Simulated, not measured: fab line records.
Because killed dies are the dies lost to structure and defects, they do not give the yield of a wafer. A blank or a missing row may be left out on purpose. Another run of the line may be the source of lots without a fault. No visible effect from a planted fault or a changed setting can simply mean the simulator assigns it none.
Which tool did it? -- flow nandHarc -- route of 1159 steps, sampled at 1 step: 12 lots, 36 wafers

## WHAT THE GAUGES READ, wafer by wafer
NHARC_A_ONON_D1_INSPECT_32.
lot,measured,on,rawDefectCount
L075,day 8 17:45,defectInspect-02,54 31 46
L077,day 9 01:49,defectInspect-02,57 40 87
L080,day 9 07:25,defectInspect-01,53 62 64
L081,day 10 01:49,defectInspect-01,86 43 73
L083,day 10 06:19,defectInspect-02,50 79 70
L085,day 10 17:31,defectInspect-02,50 60 47
L086,day 11 14:31,defectInspect-02,52 41 48
L088,day 11 20:53,defectInspect-02,93 67 39
L092,day 12 07:00,defectInspect-02,28 62 47
L094,day 12 20:33,defectInspect-01,70 73 107
L095,day 13 02:29,defectInspect-02,42 31 71
L097,day 14 04:09,defectInspect-02,75 53 105

## TOOL THAT RAN EACH LOT (tool first, then ch and the chambers of the sampled wafers, then the start)
The record shows no process step preceding these readings.

## THE ANSWER, worked out from the rows above alone
Rule: the usual values come from the lots themselves. The widest of any qualifying gaps counts: lots, ordered by their means at a reading, are off when they make up no more than a third of the lots, leave a main group of 4 or more, and stand apart from it by 3 or more times the standard deviation of that group's means. The tables above print the reading to a certain number of digits; a main group whose means all agree to those digits is not used. A lot without any number at a reading at which 4 lots or more have one is off too. Any other lot the step has rows for is counted as sound.
Across all readings shown, no lot is off: no conclusion can be drawn from this.

## WHAT WAS PUT IN BY THE SIMULATOR
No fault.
